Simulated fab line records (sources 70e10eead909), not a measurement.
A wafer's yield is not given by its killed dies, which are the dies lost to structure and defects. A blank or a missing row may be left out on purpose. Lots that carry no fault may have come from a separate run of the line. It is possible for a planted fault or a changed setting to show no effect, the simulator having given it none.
Chamber matching | flow nand harc | NHARC_P_M0_STRIP_18 on rie diel-08 has 4 sister chambers
The step strips in N2/H2. 4 wafers are shown with their chamber, then 10 later ones without.

## WAFERS PAIRED WITH THEIR CHAMBERS
wafer  | chamber | oes product au (a.u.)
L087.6 | 2       | 0.993
L088.6 | 0       | 0.994
L089.1 | 1       | 0.997
L089.4 | 3       | 1.008

## WAFERS MISSING THEIR CHAMBER
wafer  | oes product au (a.u.)
L089.5 | 0.985
L090.1 | 1.007
L090.5 | 0.986
L090.6 | 0.997
L092.1 | 1.008
L092.3 | 0.995
L092.5 | 0.995
L097.1 | 1.003
L097.2 | 0.995
L097.3 | 0.998

## CHAMBER TAKEN BY EACH
wafer  | from the rows above               | in truth
L089.5 | can't be placed: 2 or 0 or 1      | 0
L090.1 | 3                                 | 3
L090.5 | can't be placed: 2 or 0 or 1      | 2
L090.6 | can't be placed: 1 or 0 or 2      | 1
L092.1 | 3                                 | 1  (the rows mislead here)
L092.3 | can't be placed: 0 or 1 or 2      | 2
L092.5 | can't be placed: 0 or 1 or 2      | 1
L097.1 | can't be placed: 3 or 1 or 0 or 2 | 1
L097.2 | can't be placed: 0 or 1 or 2      | 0
L097.3 | can't be placed: 1 or 0 or 2      | 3
Correct placement for 1 of the 10. Cannot be placed on the basis of these rows: 8; the candidates contain the true chamber in 7. Wrongly placed: 1.
How it was worked out, from the rows above alone: a wafer's distance from a chamber is the root of the sum, over the readings, of the square of ((its reading less the chamber's mean) divided by the reading's scatter). The wafer belongs to the nearest chamber; if the next one is less than 2 further off, it can't be placed. The mean given for a chamber averages the wafers shown for that chamber. The scatter: root of mean squared gap, hidden wafer to nearest shown wafer, with one shown wafer a chamber.
